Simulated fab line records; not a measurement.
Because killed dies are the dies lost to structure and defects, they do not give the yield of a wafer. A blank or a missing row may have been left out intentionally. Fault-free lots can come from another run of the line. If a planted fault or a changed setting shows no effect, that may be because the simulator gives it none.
The tool behind it: which one? + flow n5Finfet + 36 wafers from 12 lots sampled at 2 of the route's 1938 steps

## WHAT EACH GAUGE READ, for each wafer
N5_BEOL_M8_CD_MEAS_35: target cd 40 nm.
| lot  | measured     | on       | cdNm (nm)      |
|------|--------------|----------|----------------|
| L075 | day 10 12:58 | cdSem-02 | 39.9 39.9 40.2 |
| L077 | day 10 13:17 | cdSem-03 | 40.8 40.6 40.6 |
| L078 | day 10 19:31 | cdSem-03 | 39.2 40.1 39.8 |
| L081 | day 11 22:05 | cdSem-03 | 40.1 39.4 41.1 |
| L083 | day 11 22:51 | cdSem-02 | 39.9 38.6 39.7 |
| L086 | day 13 02:14 | cdSem-03 | 40.1 40.2 41.3 |
| L085 | day 13 09:56 | cdSem-01 | 39.1 38.9 38.9 |
| L090 | day 13 12:52 | cdSem-03 | 39.8 39.4 40.2 |
| L089 | day 14 01:31 | cdSem-01 | 40.5 40.2 39.6 |
| L093 | day 15 00:55 | cdSem-03 | 40.3 40.1 40.5 |
| L094 | day 15 01:22 | cdSem-01 | 40.2 41.1 40.4 |
| L097 | day 16 12:11 | cdSem-02 | 39.2 39.5 39.5 |

## TOOL THAT RAN EACH LOT (tool first, then ch and the chambers of the sampled wafers, then the start)
| lot  | N5_BEOL_M8_ETCH_65                |
|------|-----------------------------------|
| L075 | rieDiel-06 ch 1,2, day 10 12:26   |
| L077 | rieDiel-05 ch 1,3, day 10 12:44   |
| L078 | rieDiel-05 ch 0,1,3, day 10 18:59 |
| L081 | rieDiel-06 ch 0,1,2, day 11 21:33 |
| L083 | rieDiel-01 ch 0,1,3, day 11 22:19 |
| L086 | rieDiel-01 ch 0,2,3, day 13 01:42 |
| L085 | rieDiel-05 ch 1,2, day 13 09:24   |
| L090 | rieDiel-06 ch 0,1,3, day 13 12:20 |
| L089 | rieDiel-05 ch 0,1,2, day 14 00:59 |
| L093 | rieDiel-01 ch 0,2, day 15 00:23   |
| L094 | rieDiel-05 ch 0,1, day 15 00:49   |
| L097 | rieDiel-06 ch 2,3, day 16 11:38   |
- N5_BEOL_M8_ETCH_65: etches SiARC in CF4, target depth 15.6 nm, time 26 s.

## THE ANSWER, worked out from the rows above alone
Rule: what is usual is taken from the lots themselves. The widest of any qualifying gaps counts: lots, ordered by their means at a reading, are off when they make up no more than a third of the lots, leave a main group of 4 or more, and stand apart from it by 3 or more times the standard deviation of that group's means. A main group whose means are all the same, to the digits that the tables above print for the reading, isn't used. A lot without any number at a reading at which 4 lots or more have one is off too. All remaining lots with rows at the step are treated as sound.
No lot is off at any reading shown: from this, nothing can be told.

## WHAT THE SIMULATOR PUT IN
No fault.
